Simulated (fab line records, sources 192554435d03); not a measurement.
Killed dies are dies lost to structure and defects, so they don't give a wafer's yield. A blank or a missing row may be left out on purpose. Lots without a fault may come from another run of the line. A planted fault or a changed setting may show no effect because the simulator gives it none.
One fault seen from 2 desks | flow n5_finfet | each desk has only its own numbers; what lay behind them comes last

THE TOOL OWNER'S DESK: pecvd-01
The tool's own readings at N5_BEOL_M14_ILD_DEP_00 (deposits SiO2 from TEOS/O2, target thk 1119.3 nm, time 237.4 s): means of the sampled wafers that have a number, for each lot that ran on this tool. A lot is out of limits, marked OUT, if its mean lies more than 4 standard deviations from the usual mean; the brackets give that distance.
Columns: A = heater_power_w at N5_BEOL_M14_ILD_DEP_00, usual 525 W; B = showerhead_plenum_p_Torr at N5_BEOL_M14_ILD_DEP_00, usual 8.34 Torr; C = susceptor_temp_C at N5_BEOL_M14_ILD_DEP_00, usual 399.99 C; D = throttle_valve_pct at N5_BEOL_M14_ILD_DEP_00, usual 18.3 %
lot  | first seen here | A   | B    | C                 | D
L341 | day 13 03:29    | 525 | 8.35 | 400.01            | 17.2
L344 | day 13 07:35    | 473 | 8.37 | 399.93            | 17.8
L352 | day 14 21:09    | 495 | 8.37 | 399.85            | 17.7
L354 | day 15 16:32    | 531 | 8.36 | 401.00 (+4.8) OUT | 17.6
L353 | day 16 01:10    | 432 | 8.35 | 401.05 (+5.1) OUT | 17.1
This desk's finding: out of limits on L353, L354; first on L354, day 15 16:32 (susceptor_temp_C at N5_BEOL_M14_ILD_DEP_00). In limits: L341, L344, L352.

THE METROLOGY DESK
What the gauges read, lot by lot, whatever tool the lot ran on: means of the sampled wafers that have a number. A lot is out of limits, marked OUT, if its mean lies more than 4 standard deviations from the usual mean; the brackets give that distance.
Columns: A = cd_nm at N5_BEOL_M14_CD_MEAS_10, usual 251.0 nm
lot  | first seen here | A
L342 | day 13 03:25    | 253.4
L341 | day 13 03:58    | 249.5
L344 | day 13 08:17    | 247.9
L345 | day 13 18:59    | 250.1
L348 | day 14 04:41    | 250.4
L352 | day 14 21:39    | 248.6
L354 | day 15 17:02    | 251.9
L353 | day 16 01:56    | 251.0
L357 | day 16 21:56    | 251.3
L361 | day 18 00:20    | 247.8
L363 | day 18 00:42    | 251.8
This desk's finding: nothing out of limits on any of the 11 lots.

PUT TOGETHER
The tool owner's desk could have raised an alarm at day 15 16:32, on L353, L354.
The metrology desk saw nothing out of limits.
The metrology desk has L353, L354 on record, within its limits.
Of the lots named, all ran N5_BEOL_M14_ILD_DEP_00 on pecvd-01.

WHAT THE SIMULATOR HAD PUT IN
Process parameter drift: pecvd-01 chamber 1, from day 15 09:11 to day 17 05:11, at N5_BEOL_M14_ILD_DEP_00. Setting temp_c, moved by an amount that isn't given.
Lots struck among those shown: L353, L354.
Hours from the fault's start to each desk's first reading out of limits: the tool owner's desk, 7.
